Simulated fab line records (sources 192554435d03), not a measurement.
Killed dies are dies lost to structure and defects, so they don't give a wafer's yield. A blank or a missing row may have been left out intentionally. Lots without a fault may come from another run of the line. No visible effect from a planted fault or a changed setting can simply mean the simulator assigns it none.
fab line records -- flow n5-finfet
record: lots: 4, wafers: 12, last-day: 19
route steps=1938 shown HKMG_FIN@436 GATE_CUT@465 BEOL_M4@1111 PASSIVATION@1936
lots that met no fault: taken from a fault-free run of the same line
start-h: hours from the record's first day to the start of the lot's first wafer shown -- wait-h: how many hours have passed since the lot's step before this one -- " identical to the entry in the row above -- L1.1+2: a row that stands for several wafers -- - no value, or no start was given -- * or withheld: withheld -- < > ~ a bound
route shown NAME@n: a module of which the file shows steps, and the number in the route of the first -- usual: the fault-free wafers' mean and standard deviation -- same: alike in all rows -- chamber/n: place in a boat -- sites: each site's reading -- _std_site: standard deviation of those values -- _edge_site: the outer-site mean with the inner-site mean subtracted -- radius-mm: for every site, how far away it sits from the centre of the wafer -- mask NAME#n: copy n -- behind: the tool/chamber that last shaped the wafer -- hold: reason for holding the lot/hours on hold/outcome of the hold -- device: the n, p or np transistor that did not switch -- end of line: the route-end tests of the same wafers -- where a step has no rows: the recipe by itself -- killed: not the wafer's yield, but the dies lost to structure and defects at the first sort -- map: a wafer's dies, x killed, . not, _ none there
set.NAME: setting as actually run; set.NAME@STEP: the setting as run at that earlier step -- model.NAME: the simulator's own value behind a step, which no gauge read
lots seen at some steps along the route; tables by step, rows by wafer
services: the hour from which a tool's chamber was out of use, counted from the record's first day as start-h (under 0 if before that day), plus the number of hours and why
== steps ==
step: N5_HKMG_FIN_STRIP_33
recipe: chemistry: N2/H2, temp-c: 40, n2-flow-sccm: 200, h2-flow-sccm: 200, rf-frequency-hz: 6e+07
step: N5_HKMG_FIN_STRIP_34
recipe: chemistry: CF4, resist: SiARC, power-w: 300, bias-power-w: 75, pressure-mtorr: 50, cf4-flow-sccm: 150, rf-frequency-hz: 6e+07
step: N5_HKMG_FIN_ETCH_35
recipe: chemistry: N2/H2, target: SOC, target-depth-a: 2158, ion-energy-ev: 65, bias-w: 5, source-w: 3000, time-s: 243.4, pressure-mtorr: 30, n2-flow-sccm: 200, h2-flow-sccm: 200
step: N5_HKMG_FIN_STRIP_92
recipe: chemistry: N2/H2, material: SOC, time-s: 20, power-w: 500, temp-c: 40, pressure-mtorr: 50, rf-frequency-hz: 6e+07, bias-power-w: 8, h2-frac: 0.5, n2-flow-sccm: 300, h2-flow-sccm: 300
step: N5_HKMG_FIN_WET_ETCH_18
recipe: chemistry: SC1, target: TiN, mix: 1:1:5, temp-c: *, time-s: 55, target-depth-nm: 5.2, dry: ipa-marangoni, rinse-time-s: 30, rinse-temp-c: 23
step: N5_HKMG_FIN_STRIP_19
recipe: chemistry: N2/H2, power-w: 2500, temp-c: 300, h2-frac: 0.65, time-s: 360, pressure-mtorr: withheld, n2-flow-sccm: 1750, h2-flow-sccm: 3250
step: N5_HKMG_FIN_ALD_91
recipe: material: TiN, target-thk-a: 10, temp-c: 400, ald-precursor-family: TiCl4, ald-co-reactant: NH3, pulse-time-s: 1, purge-time-s: 3, co-reactant-purge-time-s: 2, co-reactant-pulse-time-s: 2, ald-cycles: 47, pressure-torr: 3
step: N5_HKMG_FIN_COAT_85
recipe: resist: SOC, temp-c: 250, time-s: 60, spin-rpm: 1500, resist-thk-nm: 300
step: N5_HKMG_FIN_ETCH_86
recipe: chemistry: N2/H2, target: SOC, target-depth-a: 3932, stop-on: TiN, ion-energy-ev: 100, bias-w: 61, pressure-mtorr: 30, source-w: 850, n2-flow-sccm: 200, h2-flow-sccm: 200
step: N5_HKMG_FIN_STRIP_89
recipe: chemistry: N2/H2, material: SOC, time-s: 20, power-w: 500, temp-c: 40, pressure-mtorr: 50, rf-frequency-hz: 6e+07, bias-power-w: 8, h2-frac: 0.5, n2-flow-sccm: 300, h2-flow-sccm: 300
step: N5_HKMG_FIN_WET_ETCH_87
recipe: chemistry: SC1, target: TiN, mix: 1:2:40, temp-c: 50, time-s: 154.2, target-depth-nm: 4.7, dry: ipa-marangoni, rinse-time-s: 30, rinse-temp-c: 23
step: N5_HKMG_FIN_STRIP_88
recipe: chemistry: N2/H2, power-w: 2500, temp-c: 300, h2-frac: 0.65, time-s: 360, pressure-mtorr: withheld, n2-flow-sccm: 1750, h2-flow-sccm: 3250
step: N5_HKMG_FIN_NWFM_ALD_20
recipe: material: TiAlC, target-thk-a: 20, temp-c: 300, ald-precursor-family: TiCl4, ald-co-reactant: TEA, pulse-time-s: 3, purge-time-s: 2, co-reactant-purge-time-s: 2, co-reactant-pulse-time-s: 10, ald-cycles: 7, pressure-torr: 3
usual: ald-cycles: 7/0, heater-power-outer-w: 287/35, heater-power-w: 517/70, precursor-pulse-height-rel: 0.997/0.018
same: pulse-time-s: 3
lot.wafer,tool,chamber,start-h,wait-h,ald-cycles,heater-power-outer-w,heater-power-w,precursor-pulse-height-rel,model.TiAlC_of_HKMG_FIN_NWFM_ALD_20.thk-nm
L306.2,ald-metal-02,2,126.36,0.3,7,321,617,0.985,2
L306.5,ald-metal-02,0,126.36,0.3,7,334,571,0.963,2
L306.6,ald-metal-02,3,126.36,0.3,7,349,649,0.981,2
L310.3,ald-metal-02,1,149.69,0.1,2,279,481,0.993,0.6
L310.4,ald-metal-02,2,149.69,0.1,2,325,610,0.988,0.6
L310.5,ald-metal-02,0,149.69,0.1,2,334,586,1.003,0.6
L311.1,ald-metal-02,1,155.63,0.3,2,280,488,0.967,0.6
L311.2,ald-metal-02,0,155.63,0.3,2,338,582,0.990,0.6
L311.4,ald-metal-02,2,155.63,0.3,2,319,606,1.030,0.6
L321.1,ald-metal-04,1,215.66,0.3,7,263,455,1.007,2
L321.3,ald-metal-04,3,215.66,0.3,7,269,493,1.031,2
L321.4,ald-metal-04,0,215.66,0.3,7,294,479,1.011,2
step: N5_HKMG_FIN_ALD_71
recipe: material: TiN, target-thk-a: 10, temp-c: 400, ald-precursor-family: TiCl4, ald-co-reactant: NH3, pulse-time-s: 1, purge-time-s: 3, co-reactant-purge-time-s: 2, co-reactant-pulse-time-s: 2, ald-cycles: 47, pressure-torr: 3
step: N5_HKMG_FIN_COAT_66
recipe: resist: SOC, temp-c: 250, time-s: 60, spin-rpm: 1500, resist-thk-nm: 300
step: N5_HKMG_FIN_ETCH_67
recipe: chemistry: N2/H2, target: SOC, target-depth-a: 3889, stop-on: TiN, ion-energy-ev: 100, bias-w: 61, pressure-mtorr: 30, source-w: 850, n2-flow-sccm: 200, h2-flow-sccm: 200
step: N5_HKMG_FIN_STRIP_90
recipe: chemistry: N2/H2, material: SOC, time-s: 20, power-w: 500, temp-c: 40, pressure-mtorr: 50, rf-frequency-hz: 6e+07, bias-power-w: 8, h2-frac: 0.5, n2-flow-sccm: 300, h2-flow-sccm: 300
step: N5_HKMG_FIN_WET_ETCH_73
recipe: chemistry: SC1, mix: 1:2:40, temp-c: 50, time-s: 42.3, target-depth-nm: 1.3, dry: ipa-marangoni, rinse-time-s: 30, rinse-temp-c: 23
step: N5_HKMG_FIN_ETCHBACK_68
recipe: chemistry: Cl2/Ar, stop-on: HfO2, target-depth-a: 5, pressure-mtorr: 10, icp-w: 600, bias-w: 60, Cl2_flow_sccm: 40, Ar_flow_sccm: 60
step: N5_HKMG_FIN_STRIP_69
recipe: chemistry: N2/H2, power-w: 2500, temp-c: 300, h2-frac: 0.65, time-s: 360, pressure-mtorr: withheld, n2-flow-sccm: 1750, h2-flow-sccm: 3250
step: N5_HKMG_FIN_ALD_21
recipe: material: TiN, target-thk-a: 15, temp-c: 400, ald-precursor-family: TiCl4, ald-co-reactant: NH3, pulse-time-s: 1, purge-time-s: 3, co-reactant-purge-time-s: 2, co-reactant-pulse-time-s: 2, ald-cycles: 68, pressure-torr: 3
step: N5_HKMG_FIN_ALD_72
recipe: material: W, target-thk-a: 20, temp-c: 300, pressure-torr: 7.5, ald-precursor-family: WF6, ald-co-reactant: B2H6, pulse-time-s: 1, purge-time-s: 2, co-reactant-purge-time-s: 2, co-reactant-pulse-time-s: 3, ald-cycles: 7
step: N5_HKMG_FIN_W_FILL_22
recipe: material: W, target-thk-a: 600, temp-c: 400, pressure-torr: 39.4, time-s: 18.2
step: N5_HKMG_FIN_PRECLEAN_83
recipe: chemistry: DIW, time-s: 57.5, temp-c: 23
step: N5_HKMG_FIN_SRD_84
recipe: dry-time-s: 32, dry: n2-spin, spin-rpm: 1500
step: N5_HKMG_FIN_CMP_23
recipe: stop-on: SiNx, t-overpolish-s: 10, post-cmp-clean: rinse-only, down-force-psi: 4, platen-rpm: 50.289, pad-velocity-m-s: 1.0006, target-thk-nm: 46.326
step: N5_HKMG_FIN_CMP_94
recipe: stop-on: SiNx, post-cmp-clean: w-dilute-nh4oh, t-overpolish-s: 4.7, down-force-psi: 4, platen-rpm: 50.289, pad-velocity-m-s: 1.0006, target-thk-nm: 43.299
step: N5_GATE_CUT_ETCHBACK_00
recipe: chemistry: SF6/Cl2, target: W, pressure-mtorr: 8, icp-w: 900, bias-w: 80, SF6_flow_sccm: 40, Cl2_flow_sccm: 60
step: N5_GATE_CUT_ETCH_56
recipe: chemistry: Cl2/Ar, target: TiN, target-depth-a: 216, pressure-mtorr: 10, icp-w: 600, bias-w: 60, Cl2_flow_sccm: 40, Ar_flow_sccm: 60
step: N5_GATE_CUT_ETCHBACK_30
recipe: chemistry: Cl2/Ar, target: TiN, target-depth-a: 30, mode: isotropic, pressure-mtorr: 10, icp-w: 600, bias-w: 60, Cl2_flow_sccm: 40, Ar_flow_sccm: 60
step: N5_GATE_CUT_VAPOR_ETCH_60
recipe: chemistry: BCl3/Cl2, target: HfO2, mode: isotropic
step: N5_GATE_CUT_ETCH_58
recipe: chemistry: CH3F/O2, target: SiNx, target-depth-a: 170, time-s: 128.6, ion-energy-ev: 50, pressure-mtorr: 30, source-w: 415, bias-w: 21, Ar_flow_sccm: 150, CH3F_flow_sccm: 30, O2_flow_sccm: 20
step: N5_GATE_CUT_STRIP_59
recipe: chemistry: N2/H2, time-s: 20, power-w: 100, temp-c: 40, pressure-mtorr: 100, rf-frequency-hz: 6e+07, bias-power-w: 3, n2-flow-sccm: 300, h2-flow-sccm: 300
step: N5_GATE_CUT_PRECLEAN_31
recipe: temp-c: 23, chemistry: DIW, time-s: 300
step: N5_GATE_CUT_SRD_32
recipe: time-s: 30, temp-c: 23, rinse-liquid: diw, dry: ipa-marangoni
step: N5_GATE_CUT_SAC_CAP_01
recipe: material: SiNx, target-thk-a: 240, temp-c: 400, ald-precursor-family: SiH2I2, ald-co-reactant: N2/H2-plasma, pulse-time-s: 1, ald-cycles: 480, purge-time-s: 2, co-reactant-purge-time-s: 2, pressure-torr: 2
step: N5_GATE_CUT_PECVD_57
recipe: material: SiNx, target-thk-a: 210, temp-c: 400, precursor: SiH4/NH3/N2, pressure-torr: 1.5, rf-w: 300
step: N5_GATE_CUT_CMP_02
recipe: stop-on: SiO2, t-overpolish-s: 12.7, post-cmp-clean: alkaline-brush, down-force-psi: 2.5, platen-rpm: 51.8, pad-velocity-m-s: 1.0307, target-thk-nm: 0
step: N5_GATE_CUT_HM_DEP_46
recipe: material: SiO2, target-thk-a: 1300, temp-c: 400, precursor: TEOS/O2, pressure-torr: 6.5, rf-w: 900, teos-flow-sccm: 161.4, gas: O2, flow-sccm: 2650, time-s: 26.6
step: N5_BEOL_M4_RC_MEAS_101
usual: DIBL_N: 36.1/1.3, DIBL_P: 36.1/1.7, IOFF_N: 0.154/0.022, IOFF_N_85C: 3.0/0.36, IOFF_N_LIN: 0.072/0.0088, IOFF_N_LONG: 5.47e-05/2.6e-06, IOFF_P: 0.201/0.024, IOFF_P_85C: 3.5/0.36, IOFF_P_LIN: 0.096/0.0093, IOFF_P_LONG: 0.000102/7.6e-06, ION_N: 675/8.9, ION_P: 462/5.9, SS_N: 71.5/0.49, SS_P: 73.3/0.58, VT_N: 250.0/2.7, VT_N_LONG: 275.2/1.9, VT_N_LVT: 98.5/2.8, VT_P: -251.3/2.7, VT_P_LONG: -276.1/2.9, VT_P_LVT: -99.6/1.9
lot.wafer,tool,chamber,start-h,wait-h,DIBL_N[mV/V],DIBL_P[mV/V],IOFF_N[nA/um],IOFF_N_85C[nA/um],IOFF_N_LIN[nA/um],IOFF_N_LONG[nA/um],IOFF_P[nA/um],IOFF_P_85C[nA/um],IOFF_P_LIN[nA/um],IOFF_P_LONG[nA/um],ION_N[uA/um],ION_P[uA/um],SS_N[mV/dec],SS_P[mV/dec],VT_N[mV],VT_N_LONG[mV],VT_N_LVT[mV],VT_P[mV],VT_P_LONG[mV],VT_P_LVT[mV]
L306.2,prober-01,0,227.49,0.2,36.2,35.9,0.140,2.9,0.067,5.69e-05,0.199,3.4,0.098,0.00011,674,466,71.3,73.0,251.9,274.5,100.6,-250.8,-274.2,-98.5
L306.5,prober-01,0,227.49,0.2,37.7,37.7,0.166,3.2,0.077,5.68e-05,0.228,3.8,0.107,0.000112,672,462,71.9,72.8,248.0,271.8,98.1,-247.1,-276.1,-97.4
L306.6,prober-01,0,227.49,0.2,36.3,36.3,0.138,2.8,0.066,5.62e-05,0.198,3.4,0.098,0.000114,670,463,71.5,73.1,252.1,275.5,99.8,-248.9,-275.4,-99.7
L311.1,prober-01,0,256.29,0.0,35.1,35.0,0.000,0.0,0.000,2.66e-05,1.042,13.6,0.485,0.00046,319,526,71.3,73.0,414.3,440.0,263.1,-205.4,-227.3,-51.7
L311.2,prober-01,0,256.29,0.0,33.0,32.6,0.000,0.0,0.000,2.62e-05,0.887,11.8,0.428,0.000464,312,530,70.3,72.2,424.4,442.3,269.7,-207.5,-227.6,-53.9
L311.4,prober-01,0,256.29,0.0,34.9,34.5,0.000,0.0,0.000,2.71e-05,0.991,13.2,0.470,0.000458,316,525,71.4,73.2,417.3,445.1,264.8,-204.6,-225.3,-52.3
L310.3,prober-01,0,259.90,0.3,38.1,36.9,0.001,0.0,0.000,2.77e-05,1.234,16.4,0.578,0.000504,321,527,71.4,74.0,414.5,443.3,261.0,-200.5,-223.0,-48.9
L310.4,prober-01,0,259.90,0.3,34.9,33.6,0.000,0.0,0.000,2.78e-05,0.963,13.4,0.489,0.000506,320,528,70.3,72.9,422.6,437.6,267.0,-204.3,-223.7,-50.8
L310.5,prober-01,0,259.90,0.3,35.6,34.3,0.000,0.0,0.000,2.76e-05,1.030,13.9,0.511,0.000516,315,529,70.6,72.2,417.3,439.1,265.2,-202.2,-223.0,-51.4
L321.1,prober-01,0,322.46,0.0,34.4,34.5,0.120,2.5,0.061,5.23e-05,0.148,2.7,0.075,8.9e-05,673,461,71.5,72.9,253.3,275.7,98.9,-257.6,-280.3,-103.1
L321.3,prober-01,0,322.46,0.0,37.1,37.9,0.162,3.2,0.076,5.22e-05,0.182,3.2,0.088,9.1e-05,677,459,71.4,73.9,248.8,278.4,94.3,-253.7,-279.6,-98.6
L321.4,prober-01,0,322.46,0.0,35.9,36.7,0.149,3.0,0.071,5.13e-05,0.175,3.1,0.085,9.2e-05,671,456,72.4,73.4,249.1,277.3,94.7,-255.6,-280.6,-100.0
step: N5_PASSIVATION_PROBE_49
usual: defect-limited-yield: 90.9/1.3, killed_at_M0_to_M3: 35/10, killed_at_M4_up: 15/5.7, killed-at-contacts: 14/6.4, killed-at-front-end: 40/11, killed-at-other: 4/3.1, killed-dies: 108/16, killed-on-rim: 14/3.6, killed-open: 71/11, killed-short: 34/7.7, sort_bin_4_leakage: 0/0, sort_bin_5_function: 5.4/0.9, sort_bin_6_memory: 3.4/0.61, sort_bin_8_speed: 0/0, sort-n-pass: 1072/16, sort-yield-pct: 90.9/1.3
same: gross-dies: 1180, killed-at-back-side: 0
lot.wafer,tool,chamber,start-h,wait-h,defect-limited-yield[%],killed_at_M0_to_M3,killed_at_M4_up,killed-at-contacts,killed-at-front-end,killed-at-other,killed-dies,killed-on-rim,killed-open,killed-short,sort_bin_4_leakage[%],sort_bin_5_function[%],sort_bin_6_memory[%],sort_bin_8_speed[%],sort-n-pass,sort-yield-pct[%]
L306.2,prober-01,-,332.69,0.1,91.6,34,17,4,37,7,99,15,57,37,0,5.0,3.1,0,1081,91.6
L306.5,prober-01,-,332.84,0.2,91.9,28,10,6,48,3,95,15,70,20,0,4.7,3.2,0,1085,91.9
L306.6,prober-01,-,332.89,0.3,90.1,36,21,4,47,9,117,15,72,40,0,5.8,3.8,0,1063,90.1
L311.1,prober-01,-,364.16,0.0,90.1,48,16,10,43,0,117,17,75,36,89.75,6.1,3.1,0.34,0,0
L311.2,prober-01,-,364.21,0.1,91.5,26,15,5,46,8,100,16,64,36,86.44,5.3,2.8,5.08,0,0
L311.4,prober-01,-,364.31,0.2,91.4,36,10,8,42,5,101,10,72,29,90.51,5.3,2.7,0.93,0,0
L310.3,prober-01,-,364.87,0.1,90.4,32,25,12,42,2,113,16,80,33,90.42,5.3,4.1,0,0,0
L310.4,prober-01,-,364.92,0.2,91.3,31,19,18,32,3,103,16,73,29,88.98,5.2,3.4,2.29,0,0
L310.5,prober-01,-,364.97,0.2,92.2,25,18,15,33,1,92,10,68,24,91.44,4.2,3.1,0.76,0,0
L321.1,prober-01,-,447.31,0.0,89.9,41,17,21,37,3,119,17,78,40,0,5.7,4.2,0,1061,89.9
L321.3,prober-01,-,447.41,0.1,89.6,44,14,15,46,4,123,19,81,41,0,6.0,4.0,0,1057,89.6
L321.4,prober-01,-,447.46,0.2,90.0,39,18,14,43,4,118,21,78,37,0,5.8,3.7,0,1062,90.0
killed by level:class
L306.2 BEOL_M0_SAQP:geometric-particle:short=15 FIN_SAQP:geometric-particle:open=8 BEOL_M3:geometric-particle:open=8 FIN_SAQP:geometric-particle:short=7 DUMMY_GATE:geometric-particle:open=7 BEOL_M0_SAQP:geometric-particle:open=6 SPACER0:geometric-particle:short=5 MOL_CONTACT_COAG:geometric-particle:open=4
L306.5 FIN_SAQP:geometric-particle:open=23 BEOL_M0_SAQP:geometric-particle:open=8 FIN_SAQP:geometric-particle:short=7 MOL_CONTACT_COAG:geometric-particle:open=6 BEOL_M3:geometric-particle:open=6 BEOL_M4:geometric-particle:open=6 DUMMY_GATE:geometric-particle:open=5 BEOL_M1:geometric-particle:open=3
L306.6 FIN_SAQP:geometric-particle:short=18 BEOL_M0_SAQP:geometric-particle:open=16 BEOL_M4:geometric-particle:open=11 FIN_SAQP:geometric-particle:open=9 GATE_CUT:geometric-particle:short=5 BEOL_M0_SAQP:geometric-particle:short=5 BEOL_M3:geometric-particle:open=5 DUMMY_GATE:geometric-particle:open=4
L311.1 BEOL_M0_SAQP:geometric-particle:open=22 FIN_SAQP:geometric-particle:open=13 BEOL_M0_SAQP:geometric-particle:short=13 MOL_CONTACT_COAG:geometric-particle:open=7 STI_FIN_REVEAL:geometric-particle:open=6 BEOL_M4:geometric-particle:open=6 HKMG_FIN:area-etch=6 BEOL_M2:geometric-particle:short=5
L311.2 FIN_SAQP:geometric-particle:open=13 FIN_SAQP:geometric-particle:short=10 BEOL_M0_SAQP:geometric-particle:open=7 BEOL_M3:geometric-particle:open=6 MOL_CONTACT_COAG:geometric-particle:open=5 BEOL_M4:geometric-particle:open=5 SPACER0:geometric-particle:short=4 STARTING-WAFER:geometric-particle:short=4
L311.4 STI_FIN_REVEAL:geometric-particle:open=10 BEOL_M3:geometric-particle:open=10 BEOL_M2:geometric-particle:open=8 FIN_SAQP:geometric-particle:open=7 BEOL_M0_SAQP:geometric-particle:open=7 FIN_SAQP:geometric-particle:short=6 MOL_CONTACT_COAG:geometric-particle:open=5 BEOL_M4:geometric-particle:open=5
L310.3 FIN_SAQP:geometric-particle:open=13 BEOL_M4:geometric-particle:open=13 MOL_CONTACT_COAG:geometric-particle:open=9 BEOL_M2:geometric-particle:open=9 FIN_SAQP:geometric-particle:short=7 STI_FIN_REVEAL:geometric-particle:open=6 BEOL_M0_SAQP:geometric-particle:open=6 GATE_CUT:geometric-particle:short=4
L310.4 MOL_CONTACT_COAG:geometric-particle:open=16 BEOL_M3:geometric-particle:open=13 BEOL_M4:geometric-particle:open=11 BEOL_M2:geometric-particle:open=7 FIN_SAQP:geometric-particle:open=6 FIN_SAQP:geometric-particle:short=5 BEOL_M4:geometric-particle:short=4 STARTING-WAFER:geometric-particle:short=4
L310.5 MOL_CONTACT_COAG:geometric-particle:open=13 FIN_SAQP:geometric-particle:open=10 FIN_SAQP:geometric-particle:short=10 BEOL_M3:geometric-particle:open=8 BEOL_M4:geometric-particle:open=7 BEOL_M1:geometric-particle:open=5 BEOL_M4:geometric-particle:short=5 BEOL_M0_SAQP:geometric-particle:open=4
L321.1 MOL_CONTACT_COAG:geometric-particle:open=19 BEOL_M0_SAQP:geometric-particle:short=13 FIN_SAQP:geometric-particle:open=11 BEOL_M3:geometric-particle:open=9 FIN_SAQP:geometric-particle:short=8 BEOL_M0_SAQP:geometric-particle:open=8 STI_FIN_REVEAL:geometric-particle:open=7 DUMMY_GATE:geometric-particle:open=4
L321.3 STI_FIN_REVEAL:geometric-particle:open=19 MOL_CONTACT_COAG:geometric-particle:open=12 FIN_SAQP:geometric-particle:open=11 BEOL_M0_SAQP:geometric-particle:short=9 BEOL_M2:geometric-particle:short=9 BEOL_M0_SAQP:geometric-particle:open=8 BEOL_M4:geometric-particle:open=7 STARTING-WAFER:geometric-particle:short=6
L321.4 MOL_CONTACT_COAG:geometric-particle:open=13 BEOL_M0_SAQP:geometric-particle:short=13 BEOL_M0_SAQP:geometric-particle:open=12 FIN_SAQP:geometric-particle:open=11 FIN_SAQP:geometric-particle:short=9 STI_FIN_REVEAL:geometric-particle:open=8 BEOL_M4:geometric-particle:open=7 BEOL_M0:geometric-particle:open=5
map L310.3 (x killed, . not)
_________________........x...________________
______________.................._____________
___________.....................x..__________
__________x.x......................._________
________.......x...........xx.xx...x.._______
_______..............xx...x........x...______
______........x........x..x.......x....._____
_____.....x......x..x.....x...x....x.....____
____.................x.x......x.......x...___
___.....x.........x..x.....................__
___...x........x.........x......x..........__
__x..............x.........x...........x.x.._
__..x......x..................x....xx......._
_.......x..x...x........................x....
_...................................x..x.....
_...x.............x.........xx...x..x........
_...........x...x.................x..........
_..........................................xx
_............................................
_xx...x........................x........x....
_.....x.....x........xxx...................xx
__....x.....x..............x..........x.x..._
__......x.xx...x...................x........_
___.......x.....................x..........__
___x.................x.....................__
____.x............................x...x...___
_____x.....x..x.........x............x...____
______....x.....x...x...x....x.........._____
_______...................x.....x......______
________............x................._______
__________.x....x..................._________
___________.x...........x.x....x...__________
______________.......x....x....._____________
_________________...x........________________
map L311.1 (x killed, . not)
_________________.....x......________________
______________........x.x....x.._____________
___________.......x......x..x......__________
__________.........................._________
________........x..............x......_______
_______..xx........................x...______
______..............................x..._____
_____..x...............x......x....xx..x.____
____........x...xx.............x..........___
___x...........................x.x.........__
___......x..x.................x......x.xx.x__
__.........................x.............x.._
__.........x.......x......x......xx.x..x...._
_..........................x.............x...
_..............x..........x.x................
_x....x....x.....x.......x.xxx........x......
_..........................x.................
_x.x....................xx...................
_.....x......................................
_.....x...........x......................x...
_.............x........x..................xx.
__............x..xxx..........x...x........._
__...........x..x......x.......x............_
___.x.....x............x.........x.........__
___...x.....x...........x........x.........__
____..............x......x............x...___
_____...x.x..........x...x....x.....x....____
______x........xx...........x......x.x.._____
_______.....x..................x......x______
________.xx....x..x...........x......x_______
__________....x..............x......_________
___________........................__________
______________.x..............xx_____________
_________________.......x....________________
== services ==
tool,chamber,start-h,hours,kind
ald-metal-02,-,113.13,2.8,pm
ald-metal-04,3,119.15,3.5,repair
ald-metal-02,-,144.38,0.7,repair
ald-metal-02,2,156.52,9.5,repair
ald-metal-04,2,180.31,24.7,repair
== key ==
first-sign: step: N5_HKMG_FIN_NWFM_ALD_20, reading: ald-cycles, direction: down, sigmas: 99+, usual: *, struck: *
effect: step: N5_BEOL_M4_RC_MEAS_101, reading: VT_N_LONG, direction: up, sigmas: 89, usual: 275.2, struck: 441.2
effect: step: N5_BEOL_M4_RC_MEAS_101, reading: VT_N, direction: up, sigmas: 62, usual: 250.0, struck: 418.4
effect: step: N5_BEOL_M4_RC_MEAS_101, reading: VT_N_LVT, direction: up, sigmas: 59, usual: 98.5, struck: 265.1
effect: step: N5_BEOL_M4_RC_MEAS_101, reading: IOFF_P_LONG, direction: up, sigmas: 50, usual: 0.000102, struck: 0.000485
effect: step: N5_BEOL_M4_RC_MEAS_101, reading: IOFF_P_LIN, direction: up, sigmas: 43, usual: 0.096, struck: 0.494
effect: step: N5_BEOL_M4_RC_MEAS_101, reading: ION_N, direction: down, sigmas: 40, usual: 675, struck: 317
effect: step: N5_BEOL_M4_RC_MEAS_101, reading: IOFF_P, direction: up, sigmas: 34, usual: 0.201, struck: 1.025
effect: step: N5_BEOL_M4_RC_MEAS_101, reading: IOFF_P_85C, direction: up, sigmas: 28, usual: 3.5, struck: 13.7
effect: step: N5_BEOL_M4_RC_MEAS_101, reading: VT_P_LVT, direction: up, sigmas: 25, usual: -99.6, struck: -51.5
effect: step: N5_BEOL_M4_RC_MEAS_101, reading: VT_P, direction: up, sigmas: 18, usual: -251.3, struck: -204.1
effect: step: N5_BEOL_M4_RC_MEAS_101, reading: VT_P_LONG, direction: up, sigmas: 18, usual: -276.1, struck: -225.0
effect: step: N5_BEOL_M4_RC_MEAS_101, reading: ION_P, direction: up, sigmas: 11, usual: 462, struck: 528
effect: step: N5_PASSIVATION_PROBE_49, reading: sort_bin_4_leakage, direction: up, sigmas: 99+, usual: 0, struck: 89.59
model-effect: step: N5_HKMG_FIN_NWFM_ALD_20, value: TiAlC_of_HKMG_FIN_NWFM_ALD_20.thk-nm, without: 2, struck: 0.6
met-at N5_HKMG_FIN_NWFM_ALD_20
struck-wafers L310.3,L310.4,L310.5,L311.1,L311.2,L311.4
onset-between 126.36 149.69
fault: kind: process-parameter-drift, tool: ald-metal-02, chamber: -, onset-h: 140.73, steps: N5_HKMG_FIN_NWFM_ALD_20, channel: ald-cycles, offset: *, shape: step, end-h: 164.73, acts-in: *, stated: *
